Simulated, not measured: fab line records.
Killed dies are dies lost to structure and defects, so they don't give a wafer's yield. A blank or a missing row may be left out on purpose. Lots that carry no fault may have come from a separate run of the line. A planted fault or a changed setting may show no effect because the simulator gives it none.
Chamber matching || flow n5 finfet || rie si-04 running N5_FIN_SAQP_MANDREL1_REMOVE_56: 4 sister chambers
The step chemistry HBr/Cl2/O2, target a-Si, stops on SiNx, bt time 10 s. 4 wafers are shown with their chamber, then 9 later ones without.

WAFERS WITH THEIR CHAMBER
{"wafer": "L085.5", "chamber": 2, "throttle valve pct (%)": 36.61}
{"wafer": "L091.1", "chamber": 1, "throttle valve pct (%)": 36.96}
{"wafer": "L091.3", "chamber": 3, "throttle valve pct (%)": 36.97}
{"wafer": "L091.5", "chamber": 0, "throttle valve pct (%)": 36.48}

WAFERS WITHOUT THEIR CHAMBER
{"wafer": "L093.1", "throttle valve pct (%)": 36.47}
{"wafer": "L093.4", "throttle valve pct (%)": 36.62}
{"wafer": "L093.5", "throttle valve pct (%)": 36.94}
{"wafer": "L094.1", "throttle valve pct (%)": 36.61}
{"wafer": "L094.5", "throttle valve pct (%)": 36.97}
{"wafer": "L094.6", "throttle valve pct (%)": 36.62}
{"wafer": "L097.1", "throttle valve pct (%)": 36.99}
{"wafer": "L097.3", "throttle valve pct (%)": 36.62}
{"wafer": "L097.5", "throttle valve pct (%)": 36.97}

THE CHAMBER EACH PASSED THROUGH
{"wafer": "L093.1", "from the rows above": 0, "in truth": 0}
{"wafer": "L093.4", "from the rows above": 2, "in truth": 2}
{"wafer": "L093.5", "from the rows above": "can't be placed: 1 or 3", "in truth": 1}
{"wafer": "L094.1", "from the rows above": 2, "in truth": 2}
{"wafer": "L094.5", "from the rows above": "can't be placed: 3 or 1", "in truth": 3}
{"wafer": "L094.6", "from the rows above": 2, "in truth": 2}
{"wafer": "L097.1", "from the rows above": "can't be placed: 3 or 1", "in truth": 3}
{"wafer": "L097.3", "from the rows above": 2, "in truth": 2}
{"wafer": "L097.5", "from the rows above": "can't be placed: 3 or 1", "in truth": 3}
Correctly placed: 5 of 9. Cannot be placed on the basis of these rows: 4; the candidates contain the true chamber in 4. Placed wrongly: 0.
How it was worked out, from the rows above alone: a wafer's distance from a chamber is the root of the sum, over the readings, of the square of ((its reading less the chamber's mean) divided by the reading's scatter). The wafer belongs to the nearest chamber; if the next one is less than 2 further off, it can't be placed. The mean given for a chamber averages the wafers shown for that chamber. The scatter: root of mean squared gap, hidden wafer to nearest shown wafer, with one shown wafer a chamber.
